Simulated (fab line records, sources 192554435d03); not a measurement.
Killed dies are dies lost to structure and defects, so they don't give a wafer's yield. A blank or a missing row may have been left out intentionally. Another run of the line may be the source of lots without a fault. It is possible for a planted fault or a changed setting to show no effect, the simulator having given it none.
fab line records	flow n5Finfet
record: lots: 10	wafers: 29	lastDay: 18
route steps=1938 shown DUMMY_GATE@249 SPACER0@260 SD_EPI_N@288 SD_ACTIVATION@332 BEOL_M4@1111 PASSIVATION@1936
lots that met no fault: taken from a fault-free run of the same line
startH: the number of hours between the record's first day and the start of the first shown wafer of the lot	waitH: hours from the lot's prior step to this one	" repeats the value in the row above	L1.1+2: a row that stands for several wafers	- no value, or no start was given	* or withheld: withheld	< > ~ a bound
route shown NAME@n: NAME is a module with steps in the file, n the number in the route of the first one	usual: average and standard deviation across the fault-free wafers	same: alike in all rows	chamber/n: place in a boat	sites: each site's reading	_std_site: the standard deviation of these	_edge_site: the outer-site mean with the inner-site mean subtracted	radiusMm: how far each site lies from the wafer's centre	mask NAME#n: copy n	behind: the last tool/chamber to shape the wafer	hold: why the lot went on hold/how many hours it stayed there/how the hold came to an end	device: which transistor (n, p or np) failed to switch	end of line: tests run on the same wafers once the route is complete	a step with no rows: only its recipe	killed: count of dies lost to structure and defects at first sort (not the wafer's yield)	map: shows each die of a wafer: x if killed, . if not, _ if none is there
set.NAME: the run value of the setting; set.NAME@STEP: its run value at that earlier step	model.NAME: the simulator's own value behind a step, which no gauge read
steps of the route over a sample of lots; a table a step, a row a wafer
services: a tool's chamber out of use, with start hour (startH, from the record's first day; less than 0 if before it), hours out, and reason
== steps ==
step: N5_DUMMY_GATE_CD_MEAS_24
recipe: targetCdNm: 15
usual: cdNm: 14.9/0.32
lot.wafer	tool	chamber	startH	waitH	cdNm
L518.1	cdSem-01	-	54.12	0.1	14.6
L518.2	"	-	"	"	14.7
L518.4	"	-	"	"	14.4
L519.2	cdSem-01	-	59.63	0.1	15.0
L519.3	"	-	"	"	14.1
L519.5	"	-	"	"	14.7
L521.1	cdSem-01	-	72.13	0.1	15.3
L521.3	"	-	"	"	15.2
L521.6	"	-	"	"	15.6
L523.1	cdSem-01	-	84.04	0.1	14.8
L523.3	"	-	"	"	14.8
L523.5	"	-	"	"	14.9
L524.2	cdSem-02	-	87.68	0.1	14.6
L524.4	"	-	"	"	14.4
L524.6	"	-	"	"	15.0
L525.1	cdSem-01	-	97.75	0.1	15.0
L525.6	"	-	"	"	15.0
L536.1	cdSem-03	-	161.81	0.1	14.5
L536.3	"	-	"	"	15.0
L536.4	"	-	"	"	15.1
L537.1	cdSem-03	-	171.96	0.1	15.0
L537.3	"	-	"	"	14.9
L537.4	"	-	"	"	15.1
L538.2	cdSem-02	-	174.41	0.1	14.9
L538.3	"	-	"	"	14.9
L538.4	"	-	"	"	14.9
L540.2	cdSem-02	-	184.40	0.1	15.2
L540.4	"	-	"	"	14.9
L540.5	"	-	"	"	15.0
step: N5_SPACER0_ALD_08
recipe: material: SiNx	targetThkA: 20	tempC: 400	aldPrecursorFamily: SiH2I2	aldCoReactant: N2/H2-plasma	pressureTorr: 2
usual: heaterPowerW: 869/91
lot.wafer	tool	chamber	startH	waitH	heaterPowerW
L518.1	aldSin-02	3	54.85	0.1	839
L518.2	"	2	"	"	798
L518.4	"	1	"	"	846
L519.2	aldSin-04	1	60.36	0.1	794
L519.3	"	2	"	"	989
L519.5	"	3	"	"	1090
L521.1	aldSin-01	0	74.67	0.1	830
L521.3	"	1	"	"	842
L521.6	"	2	"	"	742
L523.1	aldSin-01	1	85.99	0.1	857
L523.3	"	3	"	"	863
L523.5	"	2	"	"	745
L524.2	aldSin-04	1	88.41	0.1	779
L524.4	"	3	"	"	1068
L524.6	"	3	"	"	1065
L525.1	aldSin-04	1	98.61	0.1	765
L525.6	"	2	"	"	960
L536.1	aldSin-01	0	162.54	0.1	828
L536.3	"	1	"	"	863
L536.4	"	3	"	"	867
L537.1	aldSin-02	0	172.70	0.1	974
L537.3	"	3	"	"	796
L537.4	"	1	"	"	860
L538.2	aldSin-04	0	175.50	0.1	924
L538.3	"	1	"	"	779
L538.4	"	2	"	"	974
L540.2	aldSin-01	0	185.14	0.1	827
L540.4	"	3	"	"	846
L540.5	"	1	"	"	842
step: N5_SD_EPI_N_EPI_21
recipe: material: Si:P	dopant: P	tempC: 680	pressureTorr: 255	timeS: 690
lot.wafer	tool	chamber	startH	waitH
L518.1+2+4	epiRpcvd-04	0	57.32	0.2
L519.2+3+5	epiRpcvd-04	0	63.50	0.7
L521.1+3+6	epiRpcvd-01	0	77.49	0.1
L523.1+3+5	epiRpcvd-01	0	88.95	0.1
L524.2+4+6	epiRpcvd-03	0	92.71	0.4
L525.1+6	epiRpcvd-01	0	100.80	0.1
L536.1+3+4	epiRpcvd-04	0	165.15	0.1
L537.1+3+4	epiRpcvd-01	0	175.54	0.2
L538.2+3+4	epiRpcvd-04	0	178.09	0.4
L540.2+4+5	epiRpcvd-01	0	187.77	0.4
step: N5_SD_EPI_N_EPI_MEAS_23
recipe: mode: xrd
usual: thkNm: 59.1/1.2
lot.wafer	tool	chamber	startH	waitH	thkNm
L518.1	filmMetro-02	-	59.60	1.9	57.6
L518.2	"	-	"	"	59.4
L518.4	"	-	"	"	60.0
L519.2	filmMetro-01	-	66.02	2.0	61.6
L519.3	"	-	"	"	59.7
L519.5	"	-	"	"	60.5
L521.1	filmMetro-01	-	79.20	1.4	59.5
L521.3	"	-	"	"	57.9
L521.6	"	-	"	"	57.8
L523.1	filmMetro-01	-	90.66	1.4	65.4
L523.3	"	-	"	"	61.5
L523.5	"	-	"	"	60.8
L524.2	filmMetro-01	-	94.16	1.2	59.0
L524.4	"	-	"	"	58.3
L524.6	"	-	"	"	59.0
L525.1	filmMetro-02	-	102.51	1.4	64.3
L525.6	"	-	"	"	59.1
L536.1	filmMetro-01	-	166.87	1.4	59.1
L536.3	"	-	"	"	58.9
L536.4	"	-	"	"	60.1
L537.1	filmMetro-02	-	177.81	1.9	59.5
L537.3	"	-	"	"	57.4
L537.4	"	-	"	"	60.6
L538.2	filmMetro-01	-	179.53	1.2	60.4
L538.3	"	-	"	"	60.2
L538.4	"	-	"	"	60.3
L540.2	filmMetro-01	-	189.21	1.2	58.6
L540.4	"	-	"	"	57.1
L540.5	"	-	"	"	56.8
step: N5_SD_EPI_N_LINER_46
recipe: material: SiNx	targetThkA: 30	tempC: 400	aldPrecursorFamily: SiH2I2	aldCoReactant: N2/H2-plasma	pressureTorr: 2
usual: heaterPowerW: 850/110
lot.wafer	tool	chamber	startH	waitH	heaterPowerW
L518.1	aldSin-03	3	59.90	0.2	667
L518.2	"	2	"	"	795
L518.4	"	1	"	"	973
L519.2	aldSin-03	0	66.32	0.1	864
L519.3	"	3	"	"	652
L519.5	"	0	"	"	861
L521.1	aldSin-03	2	79.82	0.5	794
L521.3	"	3	"	"	663
L521.6	"	1	"	"	985
L523.1	aldSin-04	0	91.43	0.6	910
L523.3	"	3	"	"	1074
L523.5	"	3	"	"	1087
L524.2	aldSin-04	1	94.54	0.2	798
L524.4	"	0	"	"	914
L524.6	"	1	"	"	759
L525.1	aldSin-03	3	103.56	0.9	654
L525.6	"	0	"	"	848
L536.1	aldSin-03	3	167.17	0.2	678
L536.3	"	2	"	"	791
L536.4	"	0	"	"	878
L537.1	aldSin-02	2	178.33	0.4	811
L537.3	"	0	"	"	960
L537.4	"	1	"	"	847
L538.2	aldSin-02	2	179.84	0.1	823
L538.3	"	1	"	"	872
L538.4	"	3	"	"	836
L540.2	aldSin-02	2	189.93	0.6	815
L540.4	"	1	"	"	848
L540.5	"	2	"	"	804
step: N5_SD_ACTIVATION_RS_MEAS_03
recipe: thkMeasGauge: four-point-probe
usual: RS_SD_N: 21.84/0.29	RS_SD_P: 56.2/0.7
lot.wafer	tool	chamber	startH	waitH	RS_SD_N[ohm/sq]	RS_SD_P[ohm/sq]
L518.1	filmMetro-02	-	65.63	0.2	22.10	57.2
L518.2	"	-	"	"	21.67	56.5
L518.4	"	-	"	"	21.67	57.0
L519.2	filmMetro-01	-	73.21	0.2	21.15	54.7
L519.3	"	-	"	"	21.35	55.6
L519.5	"	-	"	"	21.46	55.1
L521.1	filmMetro-01	-	85.57	0.2	21.85	56.8
L521.3	"	-	"	"	22.18	57.0
L521.6	"	-	"	"	21.77	57.1
L523.1	filmMetro-02	-	96.33	0.2	20.10	55.6
L523.3	"	-	"	"	21.63	56.0
L523.5	"	-	"	"	21.89	55.1
L524.2	filmMetro-02	-	99.45	0.2	21.63	56.5
L524.4	"	-	"	"	21.91	57.0
L524.6	"	-	"	"	21.79	56.1
L525.1	filmMetro-02	-	108.56	0.2	20.06	56.5
L525.6	"	-	"	"	22.07	55.6
L536.1	filmMetro-01	-	172.18	0.2	21.65	56.3
L536.3	"	-	"	"	21.67	55.2
L536.4	"	-	"	"	21.84	56.2
L537.1	filmMetro-01	-	183.22	0.2	21.84	56.2
L537.3	"	-	"	"	21.77	55.9
L537.4	"	-	"	"	21.74	56.0
L538.2	filmMetro-02	-	184.86	0.2	21.80	55.3
L538.3	"	-	"	"	21.53	55.6
L538.4	"	-	"	"	21.81	56.0
L540.2	filmMetro-01	-	195.07	0.2	22.17	56.0
L540.4	"	-	"	"	22.22	56.4
L540.5	"	-	"	"	22.64	55.7
step: N5_BEOL_M4_RC_MEAS_101
usual: DIBL_N: 35.8/1.5	DIBL_P: 35.8/1.7	IOFF_N: 0.151/0.022	IOFF_P: 0.204/0.027	ION_N: 673/8.6	ION_P: 462/5.4	RS_SD_N: 28.3/0.39	SS_N: 71.4/0.54	SS_P: 73.3/0.56	VT_N: 250.5/2.6	VT_P: -251/3.1
lot.wafer	tool	chamber	startH	waitH	DIBL_N[mV/V]	DIBL_P[mV/V]	IOFF_N[nA/um]	IOFF_P[nA/um]	ION_N[uA/um]	ION_P[uA/um]	RS_SD_N[ohm/sq]	SS_N[mV/dec]	SS_P[mV/dec]	VT_N[mV]	VT_P[mV]
L518.1	prober-01	0	195.01	0.0	36.7	36.4	0.153	0.202	689	467	28.4	71.5	73.5	251.2	-252
L518.2	"	0	"	"	38.6	38.9	0.196	0.240	686	472	28.1	71.4	74.0	245.2	-247
L518.4	"	0	"	"	35.3	34.2	0.126	0.182	673	462	28.1	70.3	72.3	252.9	-250
L519.2	prober-02	0	200.02	0.2	36.6	38.6	0.191	0.231	677	460	27.5	72.1	73.5	248.0	-251
L519.3	"	0	"	"	37.6	39.3	0.206	0.252	685	470	27.9	72.5	74.6	244.0	-247
L519.5	"	0	"	"	36.5	38.5	0.187	0.234	674	464	27.7	72.7	74.6	248.2	-247
L521.1	prober-01	0	201.71	0.0	35.7	35.7	0.134	0.195	666	460	28.8	70.8	73.8	251.8	-251
L521.3	"	0	"	"	37.4	38.1	0.174	0.230	678	464	28.6	72.0	73.9	247.8	-248
L521.6	"	0	"	"	36.9	38.1	0.166	0.226	674	465	28.0	71.2	73.9	247.5	-248
L523.1	prober-01	0	213.03	0.0	35.9	35.1	0.149	0.208	675	461	25.8	71.2	73.5	248.6	-250
L523.3	"	0	"	"	37.2	35.1	0.158	0.207	672	460	28.1	72.3	73.6	249.3	-251
L523.5	"	0	"	"	34.3	32.0	0.118	0.164	659	457	27.9	71.1	72.1	252.1	-254
L524.2	prober-01	0	215.84	0.2	33.4	32.7	0.110	0.178	655	458	28.2	71.1	72.8	256.1	-254
L524.4	"	0	"	"	36.2	36.8	0.159	0.238	675	467	28.6	71.8	73.8	250.2	-249
L524.6	"	0	"	"	33.5	33.2	0.118	0.193	662	460	28.4	71.7	72.7	255.2	-249
L525.1	prober-02	0	226.62	0.0	35.4	35.4	0.147	0.207	676	462	25.8	70.7	73.0	248.6	-248
L525.6	"	0	"	"	35.5	35.6	0.147	0.207	668	462	28.6	70.6	73.5	250.3	-249
L536.1	prober-01	0	293.58	0.0	35.5	35.9	0.154	0.236	683	470	27.9	71.2	73.3	249.0	-248
L536.3	"	0	"	"	34.6	34.2	0.140	0.209	671	460	28.2	71.5	73.4	249.2	-248
L536.4	"	0	"	"	34.8	34.8	0.146	0.215	678	466	28.0	71.4	73.5	249.4	-249
L537.1	prober-02	0	296.62	0.0	37.3	36.4	0.142	0.227	665	462	28.2	72.2	74.1	252.5	-248
L537.3	"	0	"	"	37.9	36.9	0.149	0.240	675	470	28.5	71.3	73.2	251.5	-247
L537.4	"	0	"	"	36.8	36.5	0.144	0.223	667	467	28.3	71.2	73.3	251.5	-249
L538.2	prober-01	0	297.00	0.2	35.9	36.2	0.163	0.224	680	471	28.7	71.2	73.9	248.4	-248
L538.3	"	0	"	"	35.7	37.0	0.162	0.232	677	472	28.1	71.3	74.4	247.8	-249
L538.4	"	0	"	"	35.5	36.0	0.160	0.228	685	468	28.2	70.9	73.7	250.4	-251
L540.2	prober-01	0	320.38	0.2	35.3	34.7	0.133	0.178	662	455	28.8	70.6	72.8	254.3	-255
L540.4	"	0	"	"	36.9	36.3	0.159	0.211	670	460	28.9	71.9	74.2	251.2	-252
L540.5	"	0	"	"	35.5	35.1	0.136	0.187	660	458	29.2	71.2	72.3	253.6	-252
step: N5_PASSIVATION_PROBE_49
usual: defectLimitedYield: 91.3/1.4	killed_at_M0_to_M3: 33/10	killed_at_M4_up: 15/6.1	killedAtContacts: 12/6.7	killedAtFrontEnd: 39/11	killedAtOther: 4/3.3	killedDies: 103/16	killedOnRim: 14/4	killedOpen: 68/12	killedShort: 34/7.2	sort_bin_5_function: 5.1/0.88	sort_bin_6_memory: 3.3/0.67	sortNPass: 1077/16	sortYieldPct: 91.3/1.4
same: grossDies: 1180	killedAtBackSide: 0	sort_bin_4_leakage[%]: 0	sort_bin_8_speed[%]: 0
lot.wafer	tool	chamber	startH	waitH	defectLimitedYield[%]	killed_at_M0_to_M3	killed_at_M4_up	killedAtContacts	killedAtFrontEnd	killedAtOther	killedDies	killedOnRim	killedOpen	killedShort	sort_bin_5_function[%]	sort_bin_6_memory[%]	sortNPass	sortYieldPct[%]
L518.1	prober-02	-	292.85	0.0	92.8	27	17	18	23	0	85	14	61	24	4.2	2.7	1095	92.8
L518.2	prober-02	-	292.90	0.1	92.4	22	18	6	43	1	90	8	53	37	4.9	2.5	1090	92.4
L518.4	prober-02	-	293.00	0.2	92.3	34	17	5	34	1	91	14	57	32	4.7	2.9	1089	92.3
L519.2	prober-02	-	309.95	0.1	92.5	32	15	13	26	2	88	7	60	23	4.5	2.7	1092	92.5
L519.3	prober-02	-	310.00	0.1	93.1	28	8	13	29	3	81	4	54	26	4.2	2.6	1099	93.1
L519.5	prober-02	-	310.10	0.2	89.8	53	11	11	40	5	120	20	77	41	5.8	3.9	1060	89.8
L521.1	prober-01	-	310.05	0.0	91.5	26	14	7	45	8	100	8	60	39	5.3	2.9	1080	91.5
L521.3	prober-01	-	310.15	0.1	90.3	41	20	4	46	4	115	15	69	44	5.9	3.4	1065	90.3
L521.6	prober-01	-	310.30	0.3	90.8	34	4	7	60	3	108	12	75	33	5.3	3.2	1072	90.8
L523.1	prober-02	-	315.41	0.0	89.2	33	30	9	52	3	127	19	80	46	5.8	4.5	1053	89.2
L523.3	prober-02	-	315.51	0.1	90.7	34	28	2	43	3	110	15	73	36	5.6	3.4	1070	90.7
L523.5	prober-02	-	315.61	0.2	93.5	14	16	9	38	0	77	13	47	27	3.7	2.6	1103	93.5
L525.1	prober-02	-	321.42	0.0	90.9	25	18	13	49	2	107	11	60	46	6.3	2.6	1073	90.9
L525.6	prober-02	-	321.67	0.3	91.4	23	9	9	60	1	102	10	59	40	4.7	3.4	1078	91.4
L524.2	prober-02	-	329.22	0.1	90.3	26	26	4	57	1	114	18	87	27	5.6	3.9	1066	90.3
L524.4	prober-02	-	329.32	0.2	90.2	34	18	8	53	3	116	14	74	42	5.9	3.5	1064	90.2
L524.6	prober-02	-	329.42	0.3	90.4	31	28	7	47	0	113	12	77	35	4.8	4.3	1067	90.4
L536.1	prober-01	-	391.18	0.1	90.4	26	15	25	42	5	113	18	81	32	5.4	3.9	1067	90.4
L536.3	prober-01	-	391.28	0.2	91.4	42	17	8	26	8	101	18	65	36	5.2	3.2	1079	91.4
L536.4	prober-01	-	391.33	0.3	91.9	28	8	17	39	3	95	16	68	27	5.2	2.6	1085	91.9
L537.1	prober-01	-	396.77	0.0	89.6	42	14	17	49	1	123	16	75	47	5.9	4.2	1057	89.6
L537.3	prober-01	-	396.87	0.1	91.0	49	11	12	30	4	106	12	72	33	5.8	3.0	1074	91.0
L537.4	prober-01	-	396.92	0.2	89.2	34	21	11	58	4	128	15	80	44	7.0	3.5	1052	89.2
L538.2	prober-01	-	401.23	0.1	92.5	11	19	11	44	3	88	16	55	29	5.2	2.0	1092	92.5
L538.3	prober-01	-	401.28	0.1	88.3	38	23	16	53	8	138	24	96	41	6.1	5.1	1042	88.3
L538.4	prober-01	-	401.33	0.2	89.6	33	18	14	56	2	123	15	76	38	4.9	4.6	1057	89.6
L540.2	prober-02	-	428.21	0.1	92.7	16	28	10	31	1	86	15	55	30	5.1	2.1	1094	92.7
L540.4	prober-02	-	428.31	0.2	91.0	20	15	11	53	7	106	21	73	33	5.6	3.1	1074	91.0
L540.5	prober-02	-	428.36	0.2	93.1	20	28	7	23	3	81	14	48	30	4.2	2.4	1099	93.1
killed by level:class
L518.1 MOL_CONTACT_COAG:geometricParticle:open=13 BEOL_M4:geometricParticle:open=9 BEOL_M1:geometricParticle:open=8 BEOL_M2:geometricParticle:open=6 GATE_CUT:geometricParticle:short=5 MOL_CONTACT_COAG:geometricParticle:short=5 BEOL_M3:geometricParticle:open=5 GATE_CUT:geometricParticle:open=4
L518.2 BEOL_M3:geometricParticle:open=8 FIN_SAQP:geometricParticle:short=7 GATE_CUT:geometricParticle:short=7 DUMMY_GATE:geometricParticle:open=6 BEOL_M4:geometricParticle:open=6 GATE_CUT:geometricParticle:open=5 MOL_CONTACT_COAG:geometricParticle:open=5 BEOL_M0_SAQP:geometricParticle:short=5
L518.4 BEOL_M3:geometricParticle:open=12 DUMMY_GATE:geometricParticle:open=8 BEOL_M4:geometricParticle:open=8 GATE_CUT:geometricParticle:short=7 BEOL_M1:geometricParticle:open=6 BEOL_M0_SAQP:geometricParticle:short=4 BEOL_M0_SAQP:geometricParticle:open=4 BEOL_M4:geometricParticle:short=4
L519.2 MOL_CONTACT_COAG:geometricParticle:open=9 BEOL_M3:geometricParticle:open=8 DUMMY_GATE:geometricParticle:open=7 BEOL_M1:geometricParticle:open=7 FIN_SAQP:geometricParticle:short=5 BEOL_M0:geometricParticle:open=5 FIN_SAQP:geometricParticle:open=4 MOL_CONTACT_COAG:geometricParticle:short=4
L519.3 BEOL_M2:geometricParticle:open=10 MOL_CONTACT_COAG:geometricParticle:open=7 BEOL_M0:geometricParticle:open=7 MOL_CONTACT_COAG:geometricParticle:short=6 STARTING-WAFER:geometricParticle:open=6 FIN_SAQP:geometricParticle:short=4 STI_FIN_REVEAL:geometricParticle:open=4 BEOL_M3:geometricParticle:open=4
L521.1 FIN_SAQP:geometricParticle:short=11 FIN_SAQP:geometricParticle:open=9 STI_FIN_REVEAL:geometricParticle:open=8 BEOL_M0_SAQP:geometricParticle:short=7 MOL_CONTACT_COAG:geometricParticle:open=6 BEOL_M1:geometricParticle:open=6 ILD0:geometricParticle:short=5 BEOL_M3:geometricParticle:open=4
L519.5 BEOL_M0_SAQP:geometricParticle:open=19 BEOL_M0_SAQP:geometricParticle:short=11 STI_FIN_REVEAL:geometricParticle:open=10 MOL_CONTACT_COAG:geometricParticle:open=8 FIN_SAQP:geometricParticle:short=7 BEOL_M1:geometricParticle:open=7 BEOL_M3:geometricParticle:open=7 STI_FIN_REVEAL:geometricParticle:short=5
L521.3 FIN_SAQP:geometricParticle:open=16 BEOL_M0_SAQP:geometricParticle:short=12 BEOL_M0_SAQP:geometricParticle:open=10 FIN_SAQP:geometricParticle:short=9 GATE_CUT:geometricParticle:short=8 BEOL_M3:geometricParticle:open=7 BEOL_M1:geometricParticle:open=6 BEOL_M4:geometricParticle:open=5
L521.6 FIN_SAQP:geometricParticle:open=21 BEOL_M0_SAQP:geometricParticle:short=9 DUMMY_GATE:geometricParticle:open=8 GATE_CUT:geometricParticle:open=7 BEOL_M0_SAQP:geometricParticle:open=7 GATE_CUT:geometricParticle:short=6 BEOL_M1:geometricParticle:open=6 STI_FIN_REVEAL:geometricParticle:open=5
L523.1 STI_FIN_REVEAL:geometricParticle:open=18 BEOL_M4:geometricParticle:open=14 ILD0:geometricParticle:short=9 FIN_SAQP:geometricParticle:short=8 BEOL_M0_SAQP:geometricParticle:open=8 BEOL_M1:geometricParticle:open=7 MOL_CONTACT_COAG:geometricParticle:open=6 STI_FIN_REVEAL:geometricParticle:short=5
L523.3 BEOL_M4:geometricParticle:open=18 FIN_SAQP:geometricParticle:short=10 BEOL_M3:geometricParticle:open=9 STI_FIN_REVEAL:geometricParticle:open=8 ILD0:geometricParticle:short=6 BEOL_M1:geometricParticle:open=6 BEOL_M0_SAQP:geometricParticle:open=5 BEOL_M4:geometricParticle:short=5
L523.5 STI_FIN_REVEAL:geometricParticle:open=9 MOL_CONTACT_COAG:geometricParticle:open=9 FIN_SAQP:geometricParticle:short=5 BEOL_M4:geometricParticle:open=5 DUMMY_GATE:geometricParticle:open=4 GATE_CUT:geometricParticle:short=4 BEOL_M4:geometricParticle:short=4 ILD0:geometricParticle:short=3
L525.1 STI_FIN_REVEAL:geometricParticle:open=13 FIN_SAQP:geometricParticle:short=11 MOL_CONTACT_COAG:geometricParticle:open=9 FIN_SAQP:geometricParticle:open=7 BEOL_M1:geometricParticle:open=7 GATE_CUT:geometricParticle:short=6 BEOL_M4:geometricParticle:open=6 STI_FIN_REVEAL:geometricParticle:short=4
L525.6 STI_FIN_REVEAL:geometricParticle:open=17 GATE_CUT:geometricParticle:short=13 FIN_SAQP:geometricParticle:open=7 MOL_CONTACT_COAG:geometricParticle:open=7 BEOL_M3:geometricParticle:open=7 FIN_SAQP:geometricParticle:short=6 STI_FIN_REVEAL:geometricParticle:short=4 DUMMY_GATE:geometricParticle:open=4
L524.2 FIN_SAQP:geometricParticle:open=16 BEOL_M4:geometricParticle:open=14 STI_FIN_REVEAL:geometricParticle:open=12 FIN_SAQP:geometricParticle:short=9 BEOL_M0:geometricParticle:open=7 BEOL_M8:geometricParticle:open=6 BEOL_M1:geometricParticle:open=4 BEOL_M2:geometricParticle:open=4
L524.4 GATE_CUT:geometricParticle:short=9 BEOL_M1:geometricParticle:open=9 FIN_SAQP:geometricParticle:open=8 BEOL_M2:geometricParticle:open=7 BEOL_M4:geometricParticle:open=7 STI_FIN_REVEAL:geometricParticle:open=6 MOL_CONTACT_COAG:geometricParticle:open=6 STARTING-WAFER:geometricParticle:short=6
L524.6 BEOL_M4:geometricParticle:open=18 FIN_SAQP:geometricParticle:open=11 GATE_CUT:geometricParticle:short=8 FIN_SAQP:geometricParticle:short=7 MOL_CONTACT_COAG:geometricParticle:open=6 BEOL_M0_SAQP:geometricParticle:short=6 BEOL_M1:geometricParticle:open=6 BEOL_M3:geometricParticle:open=6
L536.1 MOL_CONTACT_COAG:geometricParticle:open=21 BEOL_M0_SAQP:geometricParticle:open=11 FIN_SAQP:geometricParticle:open=8 STI_FIN_REVEAL:geometricParticle:open=8 GATE_CUT:geometricParticle:short=8 BEOL_M4:geometricParticle:open=8 GATE_CUT:geometricParticle:open=6 BEOL_M0_SAQP:geometricParticle:short=6
L536.3 BEOL_M0:geometricParticle:open=8 BEOL_M0_SAQP:geometricParticle:short=8 BEOL_M1:geometricParticle:open=6 FIN_SAQP:geometricParticle:short=5 FIN_SAQP:geometricParticle:open=5 MOL_CONTACT_COAG:geometricParticle:short=5 BEOL_M0_SAQP:geometricParticle:open=5 BEOL_M8:geometricParticle:open=4
L536.4 MOL_CONTACT_COAG:geometricParticle:open=15 FIN_SAQP:geometricParticle:open=7 BEOL_M0_SAQP:geometricParticle:open=6 DUMMY_GATE:geometricParticle:short=5 GATE_CUT:geometricParticle:short=5 BEOL_M1:geometricParticle:open=5 BEOL_M3:geometricParticle:open=5 FIN_SAQP:geometricParticle:short=4
L537.1 FIN_SAQP:geometricParticle:short=18 MOL_CONTACT_COAG:geometricParticle:open=14 FIN_SAQP:geometricParticle:open=13 BEOL_M3:geometricParticle:open=10 BEOL_M0_SAQP:geometricParticle:short=9 BEOL_M0_SAQP:geometricParticle:open=8 STI_FIN_REVEAL:geometricParticle:open=7 BEOL_M4:geometricParticle:open=6
L537.3 BEOL_M3:geometricParticle:open=15 MOL_CONTACT_COAG:geometricParticle:open=10 BEOL_M1:geometricParticle:open=8 BEOL_M0_SAQP:geometricParticle:open=7 FIN_SAQP:geometricParticle:open=6 STI_FIN_REVEAL:geometricParticle:open=6 FIN_SAQP:geometricParticle:short=5 BEOL_M0_SAQP:geometricParticle:short=5
L537.4 STI_FIN_REVEAL:geometricParticle:open=16 FIN_SAQP:geometricParticle:short=14 FIN_SAQP:geometricParticle:open=11 BEOL_M4:geometricParticle:open=11 BEOL_M3:geometricParticle:open=10 MOL_CONTACT_COAG:geometricParticle:open=8 BEOL_M0_SAQP:geometricParticle:short=7 BEOL_M1:geometricParticle:open=5
L538.2 FIN_SAQP:geometricParticle:open=14 BEOL_M4:geometricParticle:open=13 FIN_SAQP:geometricParticle:short=8 MOL_CONTACT_COAG:geometricParticle:open=7 STARTING-WAFER:geometricParticle:open=5 STI_FIN_REVEAL:geometricParticle:open=4 MOL_CONTACT_COAG:geometricParticle:short=4 STARTING-WAFER:geometricParticle:short=4
L538.3 FIN_SAQP:geometricParticle:open=13 MOL_CONTACT_COAG:geometricParticle:open=9 FIN_SAQP:geometricParticle:short=8 BEOL_M2:geometricParticle:open=8 BEOL_M1:geometricParticle:open=8 STI_FIN_REVEAL:geometricParticle:open=7 MOL_CONTACT_COAG:geometricParticle:short=7 BEOL_M0_SAQP:geometricParticle:open=7
L538.4 FIN_SAQP:geometricParticle:open=19 BEOL_M0_SAQP:geometricParticle:short=11 FIN_SAQP:geometricParticle:short=10 MOL_CONTACT_COAG:geometricParticle:open=10 BEOL_M0_SAQP:geometricParticle:open=10 BEOL_M4:geometricParticle:open=10 HKMG_FIN:areaEtch=8 BEOL_M3:geometricParticle:open=6
L540.2 BEOL_M4:geometricParticle:open=15 MOL_CONTACT_COAG:geometricParticle:open=8 BEOL_M3:geometricParticle:open=5 BEOL_M4:geometricParticle:short=5 STI_FIN_REVEAL:geometricParticle:open=4 ILD0:geometricParticle:short=4 GATE_CUT:geometricParticle:short=4 FIN_SAQP:geometricParticle:open=3
L540.4 BEOL_M1:geometricParticle:open=13 FIN_SAQP:geometricParticle:short=12 FIN_SAQP:geometricParticle:open=9 MOL_CONTACT_COAG:geometricParticle:open=9 STI_FIN_REVEAL:geometricParticle:open=9 BEOL_M4:geometricParticle:open=8 GATE_CUT:geometricParticle:open=5 STARTING-WAFER:geometricParticle:open=5
L540.5 BEOL_M4:geometricParticle:open=11 MOL_CONTACT_COAG:geometricParticle:open=6 BEOL_M0_SAQP:geometricParticle:short=6 BEOL_M1:geometricParticle:short=4 BEOL_M10:geometricParticle:open=4 BEOL_M1:geometricParticle:open=3 BEOL_M7:geometricParticle:open=3 FIN_SAQP:geometricParticle:short=2
== services ==
tool	chamber	startH	hours	kind
epiRpcvd-04	-	33.31	1.6	repair
aldSin-01	0	36.10	13.6	repair
aldSin-03	-	41.71	1.7	repair
aldSin-02	1	60.53	2.8	repair
aldSin-02	-	67.02	28.1	pm
aldSin-04	-	70.00	6.0	pm
aldSin-02	-	95.12	14.0	pm
aldSin-03	1	106.27	6.0	repair
aldSin-02	-	111.00	0.6	repair
epiRpcvd-01	-	112.32	14.6	pm
aldSin-02	-	120.21	6.1	pm
epiRpcvd-04	-	125.52	0.8	pm
aldSin-03	-	132.20	2.8	pm
aldSin-04	2	143.47	6.4	repair
epiRpcvd-01	-	159.84	2.8	pm
aldSin-04	3	165.82	4.6	repair
aldSin-04	-	176.75	14.0	pm
aldSin-04	0	176.75	14.0	ventCycle
aldSin-04	1	176.75	14.0	ventCycle
aldSin-04	2	176.75	14.0	ventCycle
aldSin-04	3	176.75	14.0	ventCycle
aldSin-02	0	179.37	81.3	repair
aldSin-02	-	188.21	0.7	repair
epiRpcvd-03	-	188.22	1.4	repair
== key ==
firstSign: step: N5_SD_EPI_N_EPI_MEAS_23	reading: thkNm	direction: up	sigmas: 4.6	usual: *	struck: *
effect: step: N5_SD_ACTIVATION_RS_MEAS_03	reading: RS_SD_N	direction: down	sigmas: 6.1	usual: 21.84	struck: 20.08
effect: step: N5_BEOL_M4_RC_MEAS_101	reading: RS_SD_N	direction: down	sigmas: 6.5	usual: 28.3	struck: 25.8
metAt N5_SD_EPI_N_EPI_21
struckLots L523,L525
struckWafers L523.1,L525.1
notActingAt N5_DUMMY_GATE_CD_MEAS_24,N5_SPACER0_ALD_08,N5_SD_EPI_N_LINER_46
onsetBetween 77.49 88.95
fault: kind: processParameterDrift	tool: epiRpcvd-01	chamber: -	onsetH: 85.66	steps: N5_SD_EPI_N_EPI_21	channel: timeS	offset: *	shape: step	endH: 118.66	scope: struckWafersOnly	actsIn: *	stated: *
